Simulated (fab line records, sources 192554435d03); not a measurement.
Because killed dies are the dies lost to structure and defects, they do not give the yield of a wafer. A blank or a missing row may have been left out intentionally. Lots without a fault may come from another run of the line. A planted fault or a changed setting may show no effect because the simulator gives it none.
Chamber matching ; flow n5-finfet ; 4 sister chambers for N5_SDB_HM_OPEN_20 on rie-diel-03
The step chemistry CH3F/O2, target SiNx, stops on poly-Si, target depth 24 nm. 8 wafers are shown with their chamber, then 7 later ones without.

== WAFERS, EACH WITH ITS CHAMBER ==
wafer;chamber;showerhead-plenum-p-Torr (Torr);drypump-motor-current-A (A)
L076.3;1;1.88;5.6
L078.1;0;2.04;6.1
L078.2;1;1.87;5.7
L080.1;3;2.04;5.6
L080.2;2;2.12;5.5
L080.6;3;2.04;5.6
L086.2;0;2.03;6.1
L086.4;2;2.12;5.5

== WAFERS WITHOUT THEIR CHAMBER ==
wafer;showerhead-plenum-p-Torr (Torr);drypump-motor-current-A (A)
L086.6;2.04;5.6
L087.1;2.03;6.2
L087.3;2.04;5.7
L087.6;2.04;5.6
L089.3;2.03;5.7
L089.4;2.03;6.1
L089.5;2.12;5.6

== EACH ONE'S CHAMBER ==
wafer;from the rows above;in truth
L086.6;3;3
L087.1;0;0
L087.3;3;3
L087.6;3;3
L089.3;3;3
L089.4;0;0
L089.5;2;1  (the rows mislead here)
6 of 7 placed correctly. Not placeable from these rows: 0. Number placed wrongly: 1.
How it was worked out, from the rows above alone: a wafer's distance from a chamber is the root of the sum, over the readings, of the square of ((its reading less the chamber's mean) divided by the reading's scatter). The wafer belongs to the nearest chamber; if the next one is less than 2 further off, it can't be placed. For every chamber, the mean is computed from those of its wafers that are shown. The scatter: the root of (the sum of the squares of (reading less its chamber's mean) over the shown wafers, divided by (wafers less chambers)).
